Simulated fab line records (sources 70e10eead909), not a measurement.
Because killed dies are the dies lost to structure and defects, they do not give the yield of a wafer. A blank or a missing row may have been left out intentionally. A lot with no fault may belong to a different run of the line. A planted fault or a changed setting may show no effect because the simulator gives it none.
fab line records	flow nand_harc
record lots=12	wafers=36	last_day=33
route steps=1302 shown P_STI@85 P_CONTACT@240 P_M0@269
lots with no fault: from the same line, run without faults
start_h: the number of hours between the record's first day and the start of the first shown wafer of the lot	wait_h: hours elapsed since this lot's preceding step	" the same as in the row above	L1.1+2: a single row standing in for several wafers	- no value, or no start given	* or withheld: withheld	< > ~ a bound
route shown NAME@n: names a module that has steps shown in the file, with the first one's number in the route	usual: mean and standard deviation over wafers with no fault	same: alike in all rows	chamber/n: place in a boat	sites: the reading at each site	_std_site: the values' standard deviation	_edge_site: mean of outer sites minus mean of inner sites	radius_mm: for every site, how far away it sits from the centre of the wafer	mask NAME#n: copy n	behind: the most recent tool/chamber to have shaped the wafer	hold: why the lot went on hold/how many hours it stayed there/how the hold came to an end	device: transistor that didn't switch, given as n, p or np	end of line: tests of these same wafers at the route's end	a step with no rows: only its recipe	killed: dies lost to structure and defects at the first sort, not the wafer's yield	map: the dies of a wafer, with x for killed, . for not killed, _ for no die there
set.NAME: the setting as run; set.NAME@STEP: as run at that earlier step	model.NAME: the simulator's own value behind a step, which no gauge read
steps of the route over a sample of lots; a table a step, a row a wafer
services: when a tool's chamber went out of use (start_h, in hours from the record's first day, below 0 if earlier), for how many hours, and the reason
## steps
# step NHARC_P_STI_INSPECT_11
# usual raw_defect_count=6/3.1
lot.wafer	tool	chamber	start_h	wait_h	raw_defect_count
L743.3	defect_inspect-01	-	52.92	0.0	7
L743.4	"	-	"	"	9
L743.6	"	-	"	"	4
L744.1	defect_inspect-02	-	63.08	0.0	6
L744.3	"	-	"	"	8
L744.6	"	-	"	"	8
L747.2	defect_inspect-01	-	94.18	0.0	7
L747.3	"	-	"	"	5
L747.6	"	-	"	"	9
L750.3	defect_inspect-02	-	123.19	0.0	6
L750.5	"	-	"	"	8
L750.6	"	-	"	"	5
L751.2	defect_inspect-01	-	133.48	0.0	4
L751.3	"	-	"	"	6
L751.4	"	-	"	"	6
L752.3	defect_inspect-02	-	144.12	0.0	8
L752.5	"	-	"	"	6
L752.6	"	-	"	"	10
L757.3	defect_inspect-01	-	194.31	0.0	8
L757.5	"	-	"	"	7
L757.6	"	-	"	"	4
L758.3	defect_inspect-02	-	202.67	0.0	5
L758.4	"	-	"	"	5
L758.6	"	-	"	"	4
L761.3	defect_inspect-01	-	237.84	0.0	7
L761.4	"	-	"	"	7
L761.5	"	-	"	"	9
L763.4	defect_inspect-02	-	252.79	0.0	10
L763.5	"	-	"	"	8
L763.6	"	-	"	"	19
L764.2	defect_inspect-01	-	262.23	0.0	6
L764.3	"	-	"	"	7
L764.5	"	-	"	"	9
L765.3	defect_inspect-02	-	273.54	0.0	7
L765.4	"	-	"	"	6
L765.5	"	-	"	"	7
# step NHARC_P_STI_ETCH_42
# recipe target_depth_a=800	overetch_a=240	time_s=61	ion_energy_ev=200	n2_flow_sccm=150	h2_flow_sccm=150	ar_flow_sccm=0	rf_w=400	bias_w=150	chemistry=N2/H2
# usual drypump_motor_current_A=5.7/0.44	oes_product_au=0.998/0.0087	rf_vpp_V=432.0/2.3	showerhead_plenum_p_Torr=2.09/0.074	throttle_valve_pct=14.172/0.009
lot.wafer	tool	chamber	start_h	wait_h	drypump_motor_current_A	oes_product_au	rf_hours_counter_h	rf_vpp_V	showerhead_plenum_p_Torr	throttle_valve_pct
L743.3	rie_diel-04	1	53.14	0.1	6.2	1.000	2	434.1	2.15	14.172
L743.4	"	2	"	"	5.4	1.014	2	434.7	2.17	14.171
L743.6	"	1	"	"	6.2	0.998	-	433.9	2.15	14.189
L744.3	rie_diel-06	1	63.30	0.1	5.7	1.003	8	433.6	2.17	14.183
L744.1	"	2	"	"	6.2	1.000	8	434.2	2.16	14.162
L744.6	"	2	"	"	6.2	1.003	-	432.0	2.16	14.175
L747.3	rie_diel-06	1	94.40	0.1	5.7	0.992	11	435.0	2.17	14.177
L747.2	"	3	"	"	5.3	0.996	12	433.8	2.16	14.170
L747.6	"	2	"	"	6.1	1.011	-	433.0	2.16	14.170
L750.3	rie_diel-04	0	123.44	0.1	5.1	0.999	6	435.5	2.18	14.166
L750.5	"	0	"	"	5.1	0.999	-	435.9	2.18	14.183
L750.6	"	1	"	"	6.2	0.994	-	433.7	2.15	14.186
L751.3	rie_diel-04	1	133.70	0.1	6.2	1.002	6	433.1	2.15	14.168
L751.2	"	3	"	"	6.1	1.014	7	429.8	2.01	14.183
L751.4	"	0	"	"	5.1	0.856	7	435.8	2.18	14.162
L752.3	rie_diel-04	1	144.34	0.1	6.2	0.994	7	435.0	2.15	14.182
L752.5	"	0	"	"	5.1	0.861	-	435.1	2.18	14.168
L752.6	"	1	"	"	6.2	0.992	-	434.0	2.15	14.159
L757.3	rie_diel-05	0	194.55	0.1	5.5	1.003	6	429.5	2.00	14.183
L757.6	"	3	"	"	5.3	0.993	-	430.3	1.99	14.176
L757.5	"	0	"	"	5.4	1.005	-	428.8	2.00	14.179
L758.3	rie_diel-05	3	202.89	0.1	5.4	0.994	7	428.1	1.99	14.161
L758.4	"	0	"	"	5.4	1.012	7	429.8	2.00	14.168
L758.6	"	3	"	"	5.3	0.999	-	429.8	1.99	14.175
L761.4	rie_diel-04	2	238.08	0.1	5.4	0.990	3	433.8	2.17	14.161
L761.3	"	3	"	"	6.1	1.000	3	430.4	2.01	14.180
L761.5	"	1	"	"	6.2	1.013	-	431.8	2.15	14.161
L763.4	rie_diel-04	2	253.02	0.1	5.4	0.984	4	433.2	2.17	14.165
L763.6	"	0	"	"	5.1	0.995	-	433.4	2.18	14.155
L763.5	"	1	"	"	6.2	1.013	-	433.9	2.15	14.175
L764.3	rie_diel-06	0	262.46	0.1	6.5	0.985	9	428.8	1.96	14.168
L764.2	"	1	"	"	5.7	1.010	9	433.6	2.16	14.180
L764.5	"	3	"	"	5.3	0.985	-	433.9	2.15	14.176
L765.3	rie_diel-05	0	273.79	0.1	5.5	1.010	2	428.5	2.00	14.175
L765.5	"	1	"	"	6.3	0.996	-	431.4	2.08	14.181
L765.4	"	2	"	"	5.4	0.992	-	434.0	2.12	14.180
# step NHARC_P_CONTACT_ETCH_31
# recipe target_depth_a=300	time_s=85.7	ion_energy_ev=120	over_etch_frac=1	ch3f_flow_sccm=50	o2_flow_sccm=30	ar_flow_sccm=200	rf_w=500	bias_w=100	chemistry=CH3F/O2
# usual ch3f_flow_sccm=49.97/0.15	drypump_motor_current_A=5.8/0.56	oes_product_au=0.975/0.016	rf_vpp_V=244.0/1.7	showerhead_plenum_p_Torr=2.44/0.11	throttle_valve_pct=20.663/0.0091
lot.wafer	tool	chamber	start_h	wait_h	ch3f_flow_sccm	drypump_motor_current_A	oes_product_au	rf_hours_counter_h	rf_vpp_V	showerhead_plenum_p_Torr	throttle_valve_pct
L743.4	rie_diel-08	1	-	-	50.07	5.2	0.957	5.3	245.4	2.60	20.668
L743.3	"	2	"	"	49.77	6.2	0.973	5.4	241.9	2.33	20.667
L743.6	"	0	"	"	49.95	5.7	0.992	-	244.2	2.48	20.674
L744.1	rie_diel-09	2	-	-	50.26	4.9	0.995	5.5	241.0	2.34	20.662
L744.3	"	0	"	"	50.01	6.2	0.984	5.0	245.7	2.61	20.646
L744.6	"	3	"	"	49.73	5.8	0.985	-	242.5	2.36	20.666
L747.3	rie_diel-09	1	-	-	50.08	5.6	0.967	0.5	240.5	2.32	20.652
L747.2	"	3	"	"	50.27	5.8	0.986	0.4	242.4	2.36	20.675
L747.6	"	0	"	"	50.14	6.3	0.981	-	246.7	2.61	20.650
L750.3	rie_diel-08	0	-	-	49.91	5.7	0.983	0.4	244.3	2.48	20.658
L750.6	"	0	"	"	49.87	5.7	0.991	-	245.5	2.48	20.659
L750.5	"	1	"	"	50.08	5.2	0.984	-	247.2	2.60	20.658
L751.3	rie_diel-11	0	-	-	50.04	5.8	0.986	3.3	243.7	2.39	20.671
L751.2	"	1	"	"	50.04	5.9	0.968	3.2	242.3	2.32	20.664
L751.4	"	3	"	"	50.00	5.1	0.978	3.2	243.7	2.40	20.663
L752.3	rie_diel-08	1	-	-	50.09	5.2	0.977	1.5	245.3	2.59	20.672
L752.6	"	2	"	"	49.91	6.2	0.979	-	242.7	2.33	20.648
L752.5	"	3	"	"	49.63	6.8	0.984	-	245.2	2.55	20.663
L757.3	rie_diel-09	1	-	-	50.11	5.6	0.988	3.4	242.7	2.32	20.666
L757.6	"	2	"	"	50.00	4.9	0.987	-	242.4	2.34	20.673
L757.5	"	3	"	"	49.75	5.8	0.987	-	241.8	2.36	20.673
L758.3	rie_diel-11	1	-	-	50.19	5.9	0.987	0.4	242.9	2.32	20.663
L758.4	"	3	"	"	49.91	5.1	0.982	0.6	242.9	2.40	20.658
L758.6	"	1	"	"	50.13	5.9	0.973	-	242.0	2.32	20.657
L761.3	rie_diel-08	0	-	-	50.03	5.7	0.984	7.7	243.6	2.48	20.658
L761.4	"	1	"	"	50.24	5.2	0.959	8.1	247.6	2.59	20.652
L761.5	"	3	"	"	49.84	6.8	0.983	-	245.8	2.55	20.660
L763.4	rie_diel-08	3	-	-	50.01	6.8	0.963	7.3	247.0	2.55	20.650
L763.6	"	2	"	"	49.95	6.2	0.942	-	241.5	2.32	20.659
L763.5	"	3	"	"	50.01	6.8	0.954	-	245.0	2.55	20.657
L764.3	rie_diel-09	0	-	-	49.87	6.3	0.962	0.8	246.9	2.61	20.669
L764.2	"	1	"	"	49.87	5.6	0.950	0.7	243.0	2.32	20.657
L764.5	"	0	"	"	49.78	6.3	0.951	-	245.2	2.61	20.665
L765.3	rie_diel-11	0	-	-	49.85	5.7	0.985	2.3	242.8	2.39	20.666
L765.4	"	1	"	"	50.05	5.9	0.985	-	242.3	2.32	20.657
L765.5	"	3	"	"	49.90	5.2	0.986	-	241.9	2.40	20.656
# step NHARC_P_M0_CD_MEAS_16
# usual cd_nm=89.8/0.69
lot.wafer	tool	chamber	start_h	wait_h	cd_nm
L743.3	cd_sem-02	-	133.95	0.1	90.2
L743.4	"	-	"	"	90.6
L743.6	"	-	"	"	89.9
L744.1	cd_sem-03	-	136.91	-	89.7
L744.3	"	-	"	"	90.4
L744.6	"	-	"	"	89.2
L747.2	cd_sem-02	-	169.76	-	89.9
L747.3	"	-	"	"	90.3
L747.6	"	-	"	"	89.8
L750.3	cd_sem-01	-	206.53	-	90.1
L750.5	"	-	"	"	90.2
L750.6	"	-	"	"	90.0
L751.2	cd_sem-02	-	212.01	-	88.7
L751.3	"	-	"	"	89.7
L751.4	"	-	"	"	89.4
L752.3	cd_sem-01	-	219.65	-	88.4
L752.5	"	-	"	"	89.8
L752.6	"	-	"	"	89.4
L757.3	cd_sem-02	-	276.24	-	90.3
L757.5	"	-	"	"	90.7
L757.6	"	-	"	"	91.9
L758.3	cd_sem-01	-	283.09	-	89.4
L758.4	"	-	"	"	89.5
L758.6	"	-	"	"	90.0
L761.3	cd_sem-03	-	317.49	-	88.6
L761.4	"	-	"	"	90.3
L761.5	"	-	"	"	90.7
L763.4	cd_sem-02	-	351.40	-	89.2
L763.5	"	-	"	"	89.0
L763.6	"	-	"	"	89.4
L764.2	cd_sem-02	-	360.52	-	89.8
L764.3	"	-	"	"	88.5
L764.5	"	-	"	"	89.9
L765.3	cd_sem-03	-	361.65	-	89.4
L765.4	"	-	"	"	90.1
L765.5	"	-	"	"	89.8
## services
tool	chamber	start_h	hours	kind
rie_diel-05	1	31.45	7.3	repair
rie_diel-09	2	39.65	3.5	repair
rie_diel-05	-	52.60	9.0	pm
rie_diel-08	-	62.71	4.4	repair
rie_diel-05	1	76.13	22.1	repair
rie_diel-11	-	78.50	9.0	pm
rie_diel-04	3	119.86	4.6	repair
rie_diel-09	-	143.10	9.0	pm
rie_diel-09	-	155.61	1.0	repair
rie_diel-04	-	177.90	9.0	pm
rie_diel-08	-	190.94	9.0	pm
rie_diel-09	1	198.21	2.8	repair
rie_diel-09	-	201.55	0.5	repair
rie_diel-09	0	203.44	6.9	repair
rie_diel-08	3	237.34	8.9	repair
rie_diel-08	3	250.95	9.5	repair
rie_diel-08	0	259.11	1.2	repair
rie_diel-04	-	318.96	0.4	repair
rie_diel-09	-	320.10	9.0	pm
rie_diel-08	3	330.01	16.1	repair
rie_diel-04	1	330.79	8.6	repair
rie_diel-09	2	352.63	8.0	repair
rie_diel-09	3	354.28	1.4	repair
rie_diel-04	-	354.90	9.0	pm
## key
first_sign step=NHARC_P_STI_ETCH_42	reading=oes_product_au	direction=down	sigmas=16	usual=0.998	struck=0.859
effect none on later readings
met_at NHARC_P_STI_ETCH_42
struck_lots L751,L752
struck_wafers L751.4,L752.5
tester_left_out L751,L752
not_acting_at NHARC_P_STI_INSPECT_11,NHARC_P_CONTACT_ETCH_31,NHARC_P_M0_CD_MEAS_16
onset_between 123.44 133.70
fault kind=process_parameter_drift	tool=rie_diel-04	chamber=0	onset_h=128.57	steps=NHARC_P_STI_ETCH_42	channel=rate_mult	offset=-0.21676	shape=step	end_h=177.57
# tester_left_out: of these lots the tester's yield and bins aren't shown, on N5 and GAA mostly nor the transistor test; their killed dies are dies lost to structure and defects alone, not to doping, threshold or leakage, so they don't give the yield
